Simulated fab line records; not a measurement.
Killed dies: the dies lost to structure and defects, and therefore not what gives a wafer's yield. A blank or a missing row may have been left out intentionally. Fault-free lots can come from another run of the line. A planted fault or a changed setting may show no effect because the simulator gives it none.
Chamber matching :: flow n5-finfet :: ald-sin-02 running N5_SDB_ALD_29: 4 sister chambers
The step deposits SiNx, target thk 30 nm, pulse time 1 s, ald cycles 600. 4 wafers are shown with their chamber, then 10 later ones without.

== WAFERS PAIRED WITH THEIR CHAMBERS ==
wafer: L092.3
chamber: 2
heater-power-w (W): 982

wafer: L092.4
chamber: 1
heater-power-w (W): 814

wafer: L093.1
chamber: 0
heater-power-w (W): 913

wafer: L093.2
chamber: 3
heater-power-w (W): 821

== WAFERS WITH NO CHAMBER GIVEN ==
wafer: L093.3
heater-power-w (W): 801

wafer: L093.4
heater-power-w (W): 962

wafer: L093.5
heater-power-w (W): 814

wafer: L093.6
heater-power-w (W): 882

wafer: L096.2
heater-power-w (W): 815

wafer: L096.3
heater-power-w (W): 816

wafer: L096.6
heater-power-w (W): 814

wafer: L097.1
heater-power-w (W): 801

wafer: L097.3
heater-power-w (W): 911

wafer: L097.4
heater-power-w (W): 795

== WHICH CHAMBER EACH WENT THROUGH ==
wafer: L093.3
from the rows above: can't be placed: 1 or 3
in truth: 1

wafer: L093.4
from the rows above: 2
in truth: 2

wafer: L093.5
from the rows above: can't be placed: 1 or 3
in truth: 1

wafer: L093.6
from the rows above: 0
in truth: 0

wafer: L096.2
from the rows above: can't be placed: 1 or 3
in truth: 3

wafer: L096.3
from the rows above: can't be placed: 1 or 3
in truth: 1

wafer: L096.6
from the rows above: can't be placed: 1 or 3
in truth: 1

wafer: L097.1
from the rows above: can't be placed: 1 or 3
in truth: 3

wafer: L097.3
from the rows above: 0
in truth: 0

wafer: L097.4
from the rows above: can't be placed: 1 or 3
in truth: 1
Correctly placed: 3 of 10. Unplaceable from these rows: 7, with the true chamber sitting among the candidates in 7. Number placed wrongly: 0.
How it was worked out, from the rows above alone: a wafer's distance from a chamber is the root of the sum, over the readings, of the square of ((its reading less the chamber's mean) divided by the reading's scatter). If the next closest chamber is less than 2 further off than the closest, the wafer can't be placed; otherwise it belongs to the closest. The mean given for a chamber averages the wafers shown for that chamber. The scatter: root of mean squared gap, hidden wafer to nearest shown wafer, with one shown wafer a chamber.
